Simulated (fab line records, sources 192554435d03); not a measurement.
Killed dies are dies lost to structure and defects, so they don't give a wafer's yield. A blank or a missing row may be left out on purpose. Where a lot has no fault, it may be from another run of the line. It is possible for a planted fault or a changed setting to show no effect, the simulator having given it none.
Chamber matching || flow n5-finfet || rie-diel-06 running N5_BEOL_M11_ETCH_62: 4 sister chambers
The step etches SOC in N2/H2, target depth 110 nm, overetch 22 nm, time 165 s. 16 wafers are shown with their chamber, then 8 later ones without.

== EACH WAFER AND ITS CHAMBER ==
{"wafer": "L398.2", "chamber": 0, "drypump-motor-current-A (A)": 5.2, "showerhead-plenum-p-Torr (Torr)": 2.42, "oes-product-au (a.u.)": 0.62}
{"wafer": "L398.4", "chamber": 2, "drypump-motor-current-A (A)": 5.9, "showerhead-plenum-p-Torr (Torr)": 2.50, "oes-product-au (a.u.)": 0.81}
{"wafer": "L398.5", "chamber": 0, "drypump-motor-current-A (A)": 5.2, "showerhead-plenum-p-Torr (Torr)": 2.42, "oes-product-au (a.u.)": 0.62}
{"wafer": "L402.1", "chamber": 2, "drypump-motor-current-A (A)": 5.9, "showerhead-plenum-p-Torr (Torr)": 2.50, "oes-product-au (a.u.)": 0.79}
{"wafer": "L402.3", "chamber": 3, "drypump-motor-current-A (A)": 6.5, "showerhead-plenum-p-Torr (Torr)": 2.64, "oes-product-au (a.u.)": 0.63}
{"wafer": "L402.5", "chamber": 2, "drypump-motor-current-A (A)": 5.9, "showerhead-plenum-p-Torr (Torr)": 2.50, "oes-product-au (a.u.)": 0.79}
{"wafer": "L403.1", "chamber": 2, "drypump-motor-current-A (A)": 5.9, "showerhead-plenum-p-Torr (Torr)": 2.50, "oes-product-au (a.u.)": 0.77}
{"wafer": "L403.2", "chamber": 1, "drypump-motor-current-A (A)": 6.6, "showerhead-plenum-p-Torr (Torr)": 2.69, "oes-product-au (a.u.)": 0.71}
{"wafer": "L403.4", "chamber": 3, "drypump-motor-current-A (A)": 6.5, "showerhead-plenum-p-Torr (Torr)": 2.63, "oes-product-au (a.u.)": 0.62}
{"wafer": "L408.2", "chamber": 1, "drypump-motor-current-A (A)": 6.6, "showerhead-plenum-p-Torr (Torr)": 2.69, "oes-product-au (a.u.)": 0.70}
{"wafer": "L408.3", "chamber": 0, "drypump-motor-current-A (A)": 5.1, "showerhead-plenum-p-Torr (Torr)": 2.41, "oes-product-au (a.u.)": 0.60}
{"wafer": "L408.6", "chamber": 3, "drypump-motor-current-A (A)": 6.5, "showerhead-plenum-p-Torr (Torr)": 2.63, "oes-product-au (a.u.)": 0.61}
{"wafer": "L417.2", "chamber": 2, "drypump-motor-current-A (A)": 5.9, "showerhead-plenum-p-Torr (Torr)": 2.49, "oes-product-au (a.u.)": 0.73}
{"wafer": "L417.5", "chamber": 1, "drypump-motor-current-A (A)": 6.6, "showerhead-plenum-p-Torr (Torr)": 2.68, "oes-product-au (a.u.)": 0.69}
{"wafer": "L417.6", "chamber": 2, "drypump-motor-current-A (A)": 5.9, "showerhead-plenum-p-Torr (Torr)": 2.49, "oes-product-au (a.u.)": 0.74}
{"wafer": "L415.1", "chamber": 3, "drypump-motor-current-A (A)": 6.5, "showerhead-plenum-p-Torr (Torr)": 2.62, "oes-product-au (a.u.)": 0.60}

SIGNATURES, as means of the wafers listed above
{"reading": "drypump-motor-current-A", "chamber 0": 5.167, "chamber 1": 6.600, "chamber 2": 5.900, "chamber 3": 6.500, "scatter within a chamber": 0.0236}
{"reading": "showerhead-plenum-p-Torr", "chamber 0": 2.4167, "chamber 1": 2.6867, "chamber 2": 2.4967, "chamber 3": 2.6300, "scatter within a chamber": 0.00624}
{"reading": "oes-product-au", "chamber 0": 0.6133, "chamber 1": 0.7000, "chamber 2": 0.7717, "chamber 3": 0.6150, "scatter within a chamber": 0.0221}
Rule: distance of a wafer from a chamber = root of the sum over the readings of ((wafer's reading minus chamber's mean) / reading's scatter) squared. The wafer belongs to the nearest chamber; if the next one is less than 2 further off, it can't be placed. The scatter: take each reading less its chamber's mean, square it, sum over the shown wafers, divide by the number of wafers less the number of chambers, and take the root.

== WAFERS MISSING THEIR CHAMBER ==
{"wafer": "L415.2", "drypump-motor-current-A (A)": 5.9, "showerhead-plenum-p-Torr (Torr)": 2.49, "oes-product-au (a.u.)": 0.73}
{"wafer": "L415.5", "drypump-motor-current-A (A)": 6.6, "showerhead-plenum-p-Torr (Torr)": 2.68, "oes-product-au (a.u.)": 0.69}
{"wafer": "L414.2", "drypump-motor-current-A (A)": 5.9, "showerhead-plenum-p-Torr (Torr)": 2.49, "oes-product-au (a.u.)": 0.72}
{"wafer": "L414.3", "drypump-motor-current-A (A)": 6.5, "showerhead-plenum-p-Torr (Torr)": 2.62, "oes-product-au (a.u.)": 0.60}
{"wafer": "L414.4", "drypump-motor-current-A (A)": 6.5, "showerhead-plenum-p-Torr (Torr)": 2.62, "oes-product-au (a.u.)": 0.60}
{"wafer": "L418.1", "drypump-motor-current-A (A)": 5.1, "showerhead-plenum-p-Torr (Torr)": 2.40, "oes-product-au (a.u.)": 0.60}
{"wafer": "L418.3", "drypump-motor-current-A (A)": 6.5, "showerhead-plenum-p-Torr (Torr)": 2.62, "oes-product-au (a.u.)": 0.61}
{"wafer": "L418.4", "drypump-motor-current-A (A)": 5.9, "showerhead-plenum-p-Torr (Torr)": 2.48, "oes-product-au (a.u.)": 0.71}

== CHAMBER TAKEN BY EACH ==
{"wafer": "L415.2", "from the rows above": 2, "in truth": 2}
{"wafer": "L415.5", "from the rows above": 1, "in truth": 1}
{"wafer": "L414.2", "from the rows above": 2, "in truth": 2}
{"wafer": "L414.3", "from the rows above": 3, "in truth": 3}
{"wafer": "L414.4", "from the rows above": 3, "in truth": 3}
{"wafer": "L418.1", "from the rows above": 0, "in truth": 0}
{"wafer": "L418.3", "from the rows above": 3, "in truth": 3}
{"wafer": "L418.4", "from the rows above": 2, "in truth": 2}
Correctly placed: 8 of 8. Number that these rows cannot place: 0. Number placed wrongly: 0.
